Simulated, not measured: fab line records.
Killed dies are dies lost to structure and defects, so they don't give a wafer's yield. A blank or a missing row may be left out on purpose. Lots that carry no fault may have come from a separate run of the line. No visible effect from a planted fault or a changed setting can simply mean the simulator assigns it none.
fab line records	flow nandHarc
record lots=6	wafers=18	lastDay=33
route steps=1302 shown A_STAIRCASE@728 END@1302
lots that met no fault: taken from a fault-free run of the same line
startH: start of the lot's first displayed wafer, in hours after the record's first day	waitH: how many hours have passed since the lot's step before this one	" same as the row above	L1.1+2: a row that stands for several wafers	- no value, or no start given	* or withheld: withheld	< > ~ a bound
route shown NAME@n: a module of which the file shows steps, and the number in the route of the first	usual: average and standard deviation across the fault-free wafers	same: alike in all rows	chamber/n: place in a boat	sites: readings site by site	_std_site: the standard deviation of these	_edge_site: mean of outer sites minus mean of inner sites	radiusMm: how far each site lies from the wafer's centre	mask NAME#n: copy n	behind: tool/chamber where the wafer was last shaped	hold: the reason the lot was held/the length of the hold in hours/how it ended	device: whichever transistor did not switch (one of n, p or np)	end of line: the route-end tests of the same wafers	a step without rows: its recipe alone	killed: the dies lost at the first sort to structure and to defects; this is not the yield of the wafer	map: per-die view of a wafer (x killed, . not killed, _ where there is no die)
set.NAME: the run value of the setting; set.NAME@STEP: its run value at that earlier step	model.NAME: the simulator's own value behind a step, which no gauge read
lots seen at some steps along the route; tables by step, rows by wafer
services: the hour from which a tool's chamber was out of use, counted from the record's first day as startH (under 0 if before that day), plus the number of hours and why
## steps
# step NHARC_A_STAIRCASE_EXPOSE_214
# recipe na=0.5	doseMj=31.26	maskId=STAIR_3
# step NHARC_A_STAIRCASE_PEB_215
# recipe pebTempC=115	pebTimeS=130
# step NHARC_A_STAIRCASE_DEVELOP_216
# recipe timeS=140
# step NHARC_A_STAIRCASE_HARDBAKE_218
# recipe tempC=120	timeS=140
# step NHARC_A_STAIRCASE_DESCUM_219
# recipe timeS=3	o2FlowSccm=200	arFlowSccm=0	biasPowerW=0	chemistry=O2
# usual drypumpMotorCurrentA=5.6/0.49	oesProductAu=1.000/0.0079	rfVppV=57.8/0.94	showerheadPlenumPTorr=1.90/0.074	throttleValvePct=11.312/0.01
lot.wafer	tool	chamber	startH	waitH	drypumpMotorCurrentA	oesProductAu	rfHoursCounterH	rfVppV	showerheadPlenumPTorr	throttleValvePct
L579.4	rieDiel-07	2	385.93	-	6.7	1.015	27	58.5	1.95	11.314
L579.5	"	2	"	"	6.7	1.007	-	58.4	1.95	11.316
L579.6	"	3	"	"	5.3	0.994	-	56.9	1.95	11.322
L585.2	rieDiel-01	3	465.27	-	5.1	1.000	30	57.6	1.99	11.308
L585.3	"	2	"	"	5.1	1.003	23	58.6	1.92	11.314
L585.6	"	0	"	"	5.7	1.002	-	57.8	1.85	11.313
L595.2	rieDiel-01	1	551.88	-	5.1	0.997	43	59.3	2.06	11.305
L595.1	"	2	"	"	5.1	1.000	54	57.8	1.91	11.317
L595.4	"	3	"	"	5.1	1.011	62	58.3	1.98	11.343
L599.3	rieDiel-04	1	577.34	-	5.7	0.996	7	57.7	1.89	11.319
L599.1	"	2	"	"	5.3	0.986	6	58.1	1.82	11.304
L599.6	"	0	"	"	5.5	1.007	-	57.5	1.85	11.319
L596.4	rieDiel-01	3	580.54	-	5.1	0.993	6	59.9	1.97	11.294
L596.6	"	2	"	"	5.1	0.999	-	59.2	1.91	11.314
L596.5	"	3	"	"	5.1	0.995	-	59.1	1.97	11.309
L598.1	rieDiel-07	1	584.19	-	5.7	0.994	32	57.7	1.90	11.294
L598.3	"	2	"	"	6.7	1.019	31	57.8	1.93	11.315
L598.6	"	0	"	"	6.3	1.008	-	56.2	1.84	11.326
# step NHARC_A_STAIRCASE_TRIM_220
# recipe timeS=211.2	o2FlowSccm=500	arFlowSccm=0	biasW=0	chemistry=O2
# usual drypumpMotorCurrentA=5.6/0.5	oesProductAu=1.001/0.0072	rfVppV=57.7/0.81	runLengthS=232.4/0.45	showerheadPlenumPTorr=3.51/0.12	throttleValvePct=17.035/0.0092
lot.wafer	tool	chamber	startH	waitH	drypumpMotorCurrentA	oesProductAu	rfHoursCounterH	rfVppV	runLengthS	showerheadPlenumPTorr	throttleValvePct
L579.4	rieDiel-07	1	386.09	0.1	5.7	1.013	23	57.8	231.6	3.54	17.041
L579.6	"	3	"	"	5.3	1.013	-	56.9	232.4	3.59	17.013
L579.5	"	0	"	"	6.3	1.008	-	57.7	232.7	3.45	17.039
L585.3	rieDiel-01	3	465.44	0.1	5.1	1.000	30	57.8	232.0	3.66	17.037
L585.2	"	0	"	"	5.7	0.982	30	57.3	232.9	3.41	17.045
L585.6	"	1	"	"	5.1	0.993	-	58.4	231.8	3.80	17.037
L595.2	rieDiel-01	2	551.96	0.1	5.1	0.993	54	57.3	232.4	3.52	17.037
L595.1	"	3	"	"	5.1	1.005	62	57.8	232.6	3.64	17.035
L595.4	"	0	"	"	5.7	0.992	58	57.5	232.4	3.40	17.026
L599.1	rieDiel-04	1	577.42	0.1	5.7	1.010	7	58.7	233.0	3.50	17.041
L599.3	"	3	"	"	6.2	1.011	5	57.8	232.1	3.31	17.024
L599.6	"	1	"	"	5.7	1.005	-	57.3	232.4	3.50	17.047
L596.4	rieDiel-01	2	580.61	0.1	5.1	0.999	5	57.2	232.4	3.52	17.031
L596.5	"	2	"	"	5.1	1.003	-	55.4	232.3	3.52	17.026
L596.6	"	3	"	"	5.2	1.003	-	58.3	232.1	3.63	17.031
L598.1	rieDiel-07	3	584.27	0.1	5.4	1.008	39	56.6	232.3	3.56	17.024
L598.3	"	1	"	"	5.7	1.007	32	56.0	231.6	3.51	17.024
L598.6	"	3	"	"	5.4	1.008	-	57.8	232.3	3.55	17.045
# step NHARC_A_STAIRCASE_ETCH_221
# recipe targetDepthA=1000	timeS=40.5	ionEnergyEv=400	c4f8FlowSccm=20	o2FlowSccm=10	arFlowSccm=withheld	rfW=600	biasW=1000	chemistry=C4F8/O2
# step NHARC_A_STAIRCASE_TRIM_222
# recipe timeS=211.2	o2FlowSccm=500	arFlowSccm=0	biasW=0	chemistry=O2
# step NHARC_A_STAIRCASE_ETCH_223
# recipe targetDepthA=1000	timeS=40.5	ionEnergyEv=400	c4f8FlowSccm=20	o2FlowSccm=10	arFlowSccm=withheld	rfW=600	biasW=1000	chemistry=C4F8/O2
# usual oesProductAu=0.945/0.0098	rfVppV=895/4.5
lot.wafer	tool	chamber	startH	waitH	oesProductAu	rfHoursCounterH	rfVppV
L579.4	rieDiel-07	1	-	-	0.943	23	896
L579.6	"	1	"	"	0.944	-	897
L579.5	"	2	"	"	0.959	-	898
L585.3	rieDiel-01	2	-	-	0.925	24	895
L585.2	"	0	"	"	0.936	30	893
L585.6	"	3	"	"	0.919	-	900
L595.2	rieDiel-01	2	-	-	0.936	55	894
L595.1	"	3	"	"	0.956	62	899
L595.4	"	1	"	"	0.957	44	906
L599.3	rieDiel-04	3	-	-	0.944	5	887
L599.1	"	0	"	"	0.948	6	892
L599.6	"	3	"	"	0.937	-	886
L596.4	rieDiel-01	1	-	-	0.941	4	905
L596.6	"	2	"	"	0.947	-	895
L596.5	"	3	"	"	0.940	-	900
L598.1	rieDiel-07	1	-	-	0.962	32	895
L598.3	"	2	"	"	0.957	31	896
L598.6	"	0	"	"	0.948	-	891
# step NHARC_A_STAIRCASE_TRIM_224
# recipe timeS=211.2	o2FlowSccm=500	arFlowSccm=0	biasW=0	chemistry=O2
# usual drypumpMotorCurrentA=5.7/0.51	oesProductAu=1.001/0.0081	rfVppV=57.7/0.8	runLengthS=232.3/0.44	showerheadPlenumPTorr=3.51/0.12	throttleValvePct=17.036/0.0096
lot.wafer	tool	chamber	startH	waitH	drypumpMotorCurrentA	oesProductAu	rfHoursCounterH	rfVppV	runLengthS	showerheadPlenumPTorr	throttleValvePct
L579.4	rieDiel-07	1	-	-	5.7	1.004	23	58.4	232.1	3.54	17.032
L579.5	"	1	"	"	5.7	1.001	-	57.0	231.5	3.54	17.025
L579.6	"	2	"	"	6.7	0.998	-	56.8	232.3	3.59	17.032
L585.3	rieDiel-01	3	-	-	5.1	0.989	30	58.6	231.8	3.66	17.022
L585.2	"	0	"	"	5.7	0.975	30	57.0	232.4	3.41	17.040
L585.6	"	3	"	"	5.1	0.990	-	56.2	231.8	3.66	17.033
L595.4	rieDiel-01	2	-	-	5.1	1.000	55	56.5	232.5	3.52	17.031
L595.1	"	3	"	"	5.1	1.004	62	57.0	232.1	3.64	17.032
L595.2	"	0	"	"	5.7	0.997	58	59.1	232.4	3.40	17.036
L599.1	rieDiel-04	2	-	-	5.3	0.990	7	58.2	233.3	3.36	17.033
L599.3	"	1	"	"	5.7	1.002	7	57.5	232.5	3.50	17.030
L599.6	"	3	"	"	6.2	1.009	-	57.1	232.0	3.31	17.045
L596.4	rieDiel-01	2	-	-	5.1	0.995	5	58.3	232.3	3.52	17.053
L596.5	"	3	"	"	5.1	1.011	-	59.3	231.7	3.63	17.041
L596.6	"	0	"	"	5.7	0.993	-	56.4	232.6	3.39	17.039
L598.3	rieDiel-07	2	-	-	6.7	1.017	31	57.4	232.1	3.56	17.047
L598.1	"	3	"	"	5.4	1.001	39	57.4	232.7	3.56	17.051
L598.6	"	2	"	"	6.7	1.016	-	57.6	232.6	3.56	17.032
# step NHARC_A_STAIRCASE_ETCH_225
# recipe targetDepthA=1000	timeS=40.5	ionEnergyEv=400	c4f8FlowSccm=20	o2FlowSccm=10	arFlowSccm=withheld	rfW=600	biasW=1000	chemistry=C4F8/O2
# step NHARC_A_STAIRCASE_TRIM_226
# recipe timeS=211.2	o2FlowSccm=500	arFlowSccm=0	biasW=0	chemistry=O2
# usual drypumpMotorCurrentA=5.6/0.52	oesProductAu=1.000/0.0081	rfVppV=57.8/0.77	runLengthS=232.3/0.45	showerheadPlenumPTorr=3.51/0.12	throttleValvePct=17.036/0.0095
lot.wafer	tool	chamber	startH	waitH	drypumpMotorCurrentA	oesProductAu	rfHoursCounterH	rfVppV	runLengthS	showerheadPlenumPTorr	throttleValvePct
L579.4	rieDiel-07	3	386.78	-	5.4	0.987	30	58.3	232.4	3.59	17.037
L579.6	"	1	"	"	5.7	1.010	-	56.8	231.6	3.54	17.034
L579.5	"	2	"	"	6.7	1.016	-	58.5	232.7	3.59	17.034
L585.2	rieDiel-01	0	466.22	-	5.7	0.989	30	58.6	232.3	3.41	17.020
L585.3	"	1	"	"	5.1	0.996	23	59.4	231.6	3.79	17.031
L585.6	"	0	"	"	5.7	0.996	-	58.2	232.7	3.41	17.035
L595.4	rieDiel-01	3	552.67	-	5.1	1.001	63	58.4	232.2	3.64	17.039
L595.1	"	0	"	"	5.7	0.989	58	58.6	232.5	3.40	17.030
L595.2	"	1	"	"	5.1	0.990	44	59.1	208.4	3.78	17.023
L599.1	rieDiel-04	1	578.13	-	5.7	0.996	7	57.7	232.8	3.50	17.031
L599.3	"	2	"	"	5.3	0.995	7	56.0	233.0	3.36	17.039
L599.6	"	3	"	"	6.2	1.007	-	57.2	232.0	3.31	17.049
L596.4	rieDiel-01	0	581.31	-	5.7	0.993	7	57.1	232.6	3.39	17.040
L596.6	"	0	"	"	5.7	0.989	-	56.8	208.8	3.39	17.053
L596.5	"	1	"	"	5.1	0.986	-	58.6	231.9	3.78	17.034
L598.3	rieDiel-07	2	584.95	-	6.7	1.009	32	56.9	232.2	3.56	17.048
L598.1	"	1	"	"	5.7	0.990	32	58.7	232.0	3.51	17.025
L598.6	"	2	"	"	6.7	1.006	-	58.9	232.9	3.56	17.048
# step NHARC_A_STAIRCASE_ETCH_227
# recipe targetDepthA=1000	timeS=40.5	ionEnergyEv=400	c4f8FlowSccm=20	o2FlowSccm=10	arFlowSccm=withheld	rfW=600	biasW=1000	chemistry=C4F8/O2
# usual oesProductAu=0.946/0.009	rfVppV=895/4.4
lot.wafer	tool	chamber	startH	waitH	oesProductAu	rfHoursCounterH	rfVppV
L579.4	rieDiel-07	1	-	-	0.951	23	897
L579.6	"	2	"	"	0.953	-	899
L579.5	"	3	"	"	0.952	-	898
L585.3	rieDiel-01	3	-	-	0.942	30	900
L585.2	"	1	"	"	0.937	24	904
L585.6	"	3	"	"	0.941	-	899
L595.2	rieDiel-01	0	-	-	0.946	58	891
L595.1	"	1	"	"	0.930	44	906
L595.4	"	2	"	"	0.937	55	895
L599.1	rieDiel-04	2	-	-	0.941	7	890
L599.3	"	3	"	"	0.934	6	889
L599.6	"	2	"	"	0.940	-	891
L596.4	rieDiel-01	3	-	-	0.953	7	899
L596.5	"	2	"	"	0.952	-	895
L596.6	"	3	"	"	0.942	-	900
L598.1	rieDiel-07	2	-	-	0.957	32	897
L598.3	"	0	"	"	0.964	40	892
L598.6	"	1	"	"	0.959	-	895
# step NHARC_END_SORT_01
# recipe tempC=25
# usual killedAtArray=50/17	killedAtOther=0.7/1	killedAtPeriphery=3.4/2.4	killedDies=54/17	killedOpen=3.3/1.7	killedShort=2.5/1.6
# same grossDies=677
lot.wafer	tool	chamber	startH	waitH	killedAtArray	killedAtOther	killedAtPeriphery	killedDies	killedOpen	killedShort
L579.4	prober-01	0	577.82	3.4	83	1	6	90	3	3
L579.5	prober-01	0	578.61	3.7	87	0	6	93	7	0
L579.6	prober-01	0	579.40	4.0	77	3	7	87	4	1
L595.1	prober-01	0	763.28	2.5	68	0	2	70	4	2
L595.2	prober-01	0	764.09	2.8	47	0	3	50	2	2
L595.4	prober-01	0	765.70	3.4	48	0	1	49	1	1
# killed by level:class
L579.4 A_CHANNEL_HOLE_D2:chamberFilmFlake=30 A_CHANNEL_HOLE_D1:chamberFilmFlake=27 A_SLIT:chamberFilmFlake=19 P_STI:chamberFilmFlake=3 A_ONON_D2:geometricParticle:open=2 P_CONTACT:chamberFilmFlake=2 P_M0:geometricParticle:short=1 A_CHANNEL_HOLE_D2:geometricParticle:short=1
L579.5 A_CHANNEL_HOLE_D2:chamberFilmFlake=38 A_CHANNEL_HOLE_D1:chamberFilmFlake=22 A_SLIT:chamberFilmFlake=21 P_STI:geometricParticle:open=1 P_M1:geometricParticle:open=1 P_M2:geometricParticle:open=1 A_ONON_D1:geometricParticle:open=1 A_CHANNEL_HOLE_D1:geometricParticle:open=1
L579.6 A_CHANNEL_HOLE_D1:chamberFilmFlake=34 A_CHANNEL_HOLE_D2:chamberFilmFlake=14 A_SLIT:chamberFilmFlake=14 P_STI:chamberFilmFlake=5 A_CHANNEL_FILL_D1:chamberFilmFlake=4 A_STAIRCASE:chamberFilmFlake=3 THIN_TSV:chamberFilmFlake=3 P_CONTACT:chamberFilmFlake=2
L595.1 A_SLIT:chamberFilmFlake=36 A_CHANNEL_HOLE_D1:chamberFilmFlake=15 A_CONTACT:chamberFilmFlake=4 A_DECK1_JOINT:geometricParticle:open=2 A_CHANNEL_FILL_D2:chamberFilmFlake=2 P_STI:geometricParticle:short=1 A_ONON_D1:geometricParticle:open=1 A_ONON_D2:geometricParticle:short=1
L595.2 A_SLIT:chamberFilmFlake=23 A_CONTACT:chamberFilmFlake=11 A_CHANNEL_HOLE_D1:chamberFilmFlake=8 A_ZERO_WELL:chamberFilmFlake=2 P_CONTACT:geometricParticle:open=1 P_M1:geometricParticle:short=1 A_CHANNEL_FILL_D1:geometricParticle:open=1 A_DECK1_JOINT:geometricParticle:short=1
L595.4 A_SLIT:chamberFilmFlake=27 A_CONTACT:chamberFilmFlake=9 A_ZERO_WELL:chamberFilmFlake=4 A_CHANNEL_HOLE_D1:chamberFilmFlake=3 A_STAIRCASE:chamberFilmFlake=2 A_ONON_D2:geometricParticle:short=1 A_CHANNEL_HOLE_D2:geometricParticle:open=1 P_STI:chamberFilmFlake=1
## services
tool	chamber	startH	hours	kind
rieDiel-04	1	377.71	4.7	repair
rieDiel-01	-	381.75	9.0	pm
rieDiel-01	0	381.75	9.0	ventCycle
rieDiel-01	1	381.75	9.0	ventCycle
rieDiel-01	2	381.75	9.0	ventCycle
rieDiel-01	3	381.75	9.0	ventCycle
rieDiel-01	0	390.75	-	clean
rieDiel-01	1	390.75	-	clean
rieDiel-01	1	390.75	-	consumableReplace:showerhead
rieDiel-01	2	390.75	-	clean
rieDiel-01	3	390.75	-	clean
rieDiel-07	1	405.40	4.9	repair
rieDiel-01	3	406.68	5.1	repair
rieDiel-01	0	415.25	-	clean
rieDiel-01	1	415.25	-	clean
rieDiel-04	2	439.61	1.2	repair
rieDiel-07	-	472.81	9.0	pm
rieDiel-01	1	474.69	16.8	repair
rieDiel-01	0	491.18	4.9	repair
rieDiel-01	2	514.02	7.7	repair
rieDiel-04	0	520.71	8.1	repair
rieDiel-04	-	534.29	9.0	pm
rieDiel-01	-	560.44	9.0	pm
rieDiel-04	0	563.20	2.9	repair
## key
firstSign step=NHARC_A_STAIRCASE_TRIM_226	reading=runLengthS	direction=down	sigmas=53	usual=*	struck=*
effect none on later readings
metAt NHARC_A_STAIRCASE_TRIM_226
struckWafers L595.2,L596.6
testerLeftOut L595,L596
onsetBetween 466.22 552.67
fault kind=processParameterDrift	tool=rieDiel-01	chamber=-	onsetH=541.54	steps=NHARC_A_STAIRCASE_TRIM_226	channel=timeS	offset=*	shape=step	endH=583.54	scope=struckWafersOnly	actsIn=*	stated=*
# testerLeftOut: of these lots the tester's yield and bins aren't shown, on N5 and GAA mostly nor the transistor test; their killed dies are dies lost to structure and defects alone, not to doping, threshold or leakage, so they don't give the yield
